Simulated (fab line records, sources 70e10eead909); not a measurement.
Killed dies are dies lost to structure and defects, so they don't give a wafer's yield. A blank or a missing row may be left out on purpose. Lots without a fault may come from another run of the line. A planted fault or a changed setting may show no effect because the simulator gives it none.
Which tool did it? | flow nand_harc | 14 lots, 42 wafers sampled, at 5 steps of a route of 1159

WHAT THE GAUGES READ, wafer by wafer
NHARC_END_SORT_01. Usual: killed_at_array 26, standard deviation 11; killed_at_other 0.4, standard deviation 0.78; killed_at_periphery 3.4, standard deviation 2.4; killed_dies 29, standard deviation 11; killed_open 3.1, standard deviation 1.9; killed_short 1.9, standard deviation 1.4.
lot  | measured     | on        | killed_at_array | killed_at_other | killed_at_periphery | killed_dies | killed_open | killed_short | flag
L210 | day 24 00:25 | prober-02 | 676 675 665     | 0 0 1           | 1 2 11              | 677 677 677 | 6 2 3       | 0 1 2        | OFF
L215 | day 24 08:00 | prober-01 | 673 675 674     | 0 0 2           | 4 2 1               | 677 677 677 | 1 2 1       | 0 0 1        | OFF
L218 | day 24 23:51 | prober-02 | 670 670 673     | 0 0 0           | 7 7 4               | 677 677 677 | 2 4 2       | 2 5 1        | OFF

WHICH TOOL RAN EACH LOT (tool, then ch and the chambers of the sampled wafers, then the start)
lot  | NHARC_A_STAIRCASE_ETCH_294                    | NHARC_A_STAIRCASE_CVD_552                                   | NHARC_A_STAIRCASE_DEP_151       | NHARC_A_STAIRCASE_DEP_322
L202 | rie_diel-01 ch 0,2, day 12 07:12 or earlier   | lpcvd-01 ch 0, day 12 07:12                                 | pecvd-02 ch 0,1, day 12 10:55   | pecvd-02 ch 0,2, day 12 18:18
L203 | rie_diel-01 ch 0,2,3, day 12 07:12 or earlier | lpcvd-01 ch 1, day 12 07:12                                 | pecvd-01 ch 0,2, day 12 10:49   | pecvd-01 ch 0,1, day 12 18:18
L204 | rie_diel-06 ch 1,2,3, day 12 19:45 or earlier | lpcvd-02 ch 1, day 12 19:45                                 | pecvd-01 ch 0,1, day 12 23:20   | pecvd-01 ch 0,1,2, day 13 07:13
L205 | rie_diel-06 ch 0,1, day 12 19:45 or earlier   | lpcvd-02 ch 0, day 12 19:45                                 | pecvd-02 ch 0,1,2, day 12 23:30 | pecvd-04 ch 0,1,2, day 13 07:19
L206 | rie_diel-06 ch 1,2,3, day 13 08:22 or earlier | lpcvd-01 ch 0, day 13 08:22                                 | pecvd-04 ch 0,2, day 13 12:07   | pecvd-02 ch 0,1,2, day 13 19:51
L209 | rie_diel-01 ch 1,2,3, day 14 02:55 or earlier | lpcvd-02 ch 0, day 14 02:55                                 | pecvd-02 ch 0,1,2, day 14 06:36 | pecvd-04 ch 0,1, day 14 18:23
L210 | rie_diel-06 ch 0,1,2, day 15 01:35 or earlier | lpcvd-02 ch 0, day 15 01:35                                 | pecvd-04 ch 0,1, day 15 12:19   | pecvd-02 ch 0,1, day 15 17:02
L212 | rie_diel-06 ch 1,2,3, day 15 05:09 or earlier | lpcvd-02 ch 0, day 15 05:09                                 | pecvd-01 ch 0,1,2, day 15 08:59 | pecvd-01 ch 0,2, day 15 14:00
L215 | rie_diel-13 ch 2,3, day 15 13:49 or earlier   | lpcvd-02 ch 0, day 15 13:49 and lpcvd-01 ch 0, day 15 18:29 | pecvd-01 ch 0,1,2, day 15 22:28 | pecvd-04 ch 1,2, day 16 03:20
L218 | rie_diel-06 ch 0,2,3, day 16 12:37 or earlier | lpcvd-01 ch 0, day 16 12:37                                 | pecvd-02 ch 1,2, day 16 23:38   | pecvd-01 ch 0,1,2, day 17 04:46
L221 | rie_diel-13 ch 0,2,3, day 17 03:07 or earlier | lpcvd-02 ch 1, day 17 03:07                                 | pecvd-04 ch 0,1,2, day 17 06:44 | pecvd-04 ch 0,1,2, day 17 15:19
L222 | rie_diel-13 ch 0,1,2, day 17 03:07 or earlier | lpcvd-02 ch 1, day 17 03:07                                 | pecvd-01 ch 0,1, day 17 06:44   | pecvd-01 ch 0,1,2, day 17 15:24
L223 | rie_diel-01 ch 1,2, day 17 12:58 or earlier   | lpcvd-02 ch 1, day 17 12:58                                 | pecvd-01 ch 0,2, day 17 16:32   | pecvd-02 ch 1,2, day 18 00:47
L225 | rie_diel-06 ch 0,3, day 18 08:02 or earlier   | lpcvd-02 ch 1, day 18 08:02                                 | pecvd-02 ch 0,1,2, day 18 12:05 | pecvd-04 ch 0,1,2, day 18 21:19
- NHARC_A_STAIRCASE_ETCH_294: etches the open film in C4F8/O2/Ar, target depth 4992 nm, time 1212.4 s.
- NHARC_A_STAIRCASE_CVD_552: deposits SiNx, target thk 40 nm.
- NHARC_A_STAIRCASE_DEP_151: deposits SiO2, target thk 3800 nm.
- NHARC_A_STAIRCASE_DEP_322: deposits SiO2, target thk 3800 nm.

WHAT THE TOOLS THEMSELVES READ (means of the sampled wafers that have a number; where no wafer has one, the mark that the record gives instead)
NHARC_A_STAIRCASE_ETCH_294. Usual: bias_w 2999 W, standard deviation 8.5; oes_product_au 0.931 a.u., standard deviation 0.0096; rf_vpp_V 1823 V, standard deviation 12.
lot  | tool        | bias_w (W) | oes_product_au (a.u.) | rf_vpp_V (V) | flag
L202 | rie_diel-01 | 3005       | 0.924                 | 1816         |
L203 | rie_diel-01 | 3005       | 0.923                 | 1822         |
L204 | rie_diel-06 | 2999       | 0.949                 | 1827         |
L205 | rie_diel-06 | 3000       | 0.927                 | 1835         |
L206 | rie_diel-06 | 2989       | 0.927                 | 1826         |
L209 | rie_diel-01 | 3003       | 0.927                 | 1818         |
L210 | rie_diel-06 | 3002       | 0.927                 | 1833         |
L212 | rie_diel-06 | 3002       | 0.928                 | 1825         |
L215 | rie_diel-13 | 2996       | 0.931                 | 1820         |
L218 | rie_diel-06 | 2985       | 0.931                 | 1824         |
L221 | rie_diel-13 | 2987       | 0.926                 | 1828         |
L222 | rie_diel-13 | 3007       | 0.953                 | 1829         |
L223 | rie_diel-01 | 2999       | 0.933                 | 1811         |
L225 | rie_diel-06 | 3001       | 0.918                 | 1823         |

NHARC_A_STAIRCASE_DEP_151. Usual: heater_power_w 630 W, standard deviation 120.
lot  | tool     | heater_power_w (W) | flag
L202 | pecvd-02 | 709                |
L203 | pecvd-01 | 669                |
L204 | pecvd-01 | 549                |
L205 | pecvd-02 | 630                |
L206 | pecvd-04 | 504                |
L209 | pecvd-02 | 640                |
L210 | pecvd-04 | 731                |
L212 | pecvd-01 | 613                |
L215 | pecvd-01 | 658                |
L218 | pecvd-02 | 583                |
L221 | pecvd-04 | 683                |
L222 | pecvd-01 | 582                |
L223 | pecvd-01 | 699                |
L225 | pecvd-02 | 631                |

NHARC_A_STAIRCASE_DEP_322. Usual: heater_power_w 630 W, standard deviation 130.
lot  | tool     | heater_power_w (W) | flag
L202 | pecvd-02 | 629                |
L203 | pecvd-01 | 627                |
L204 | pecvd-01 | 616                |
L205 | pecvd-04 | 615                |
L206 | pecvd-02 | 599                |
L209 | pecvd-04 | 671                |
L210 | pecvd-02 | 699                |
L212 | pecvd-01 | 647                |
L215 | pecvd-04 | 750                |
L218 | pecvd-01 | 638                |
L221 | pecvd-04 | 712                |
L222 | pecvd-01 | 592                |
L223 | pecvd-02 | 603                |
L225 | pecvd-04 | 647                |

THE ANSWER, worked out from the rows above alone
Rule: a lot is off if the mean of its wafers that have a number lies more than 3 standard deviations from the usual mean. A lot without any number at a reading at which 4 lots or more have one is off too. The other lots that the step has rows for count as sound. The gauges are gone through in route order, then the tools' own readings, and for those a lot's mean is taken as printed above. The first step at which some lot is off is used, and at that step the reading that is off furthest; a lot without a number counts as furthest.
Off: L210, L215, L218, at NHARC_END_SORT_01 (killed_at_array). Neither off nor sound, because the step has no rows for them: L202, L203, L204, L205, L206, L209, L212, L221, L222, L223, L225.
A tool fits if, at a process step before that reading, it ran every lot that is off, and no sound lot after the first of them. The gauges at NHARC_END_SORT_01 are tried like those tools. NHARC_A_STAIRCASE_ETCH_294 gives no start for some lots, so the hours and the order of its lots are those of NHARC_A_STAIRCASE_CVD_552. None of those tried fits.

WHAT THE SIMULATOR HAD PUT IN
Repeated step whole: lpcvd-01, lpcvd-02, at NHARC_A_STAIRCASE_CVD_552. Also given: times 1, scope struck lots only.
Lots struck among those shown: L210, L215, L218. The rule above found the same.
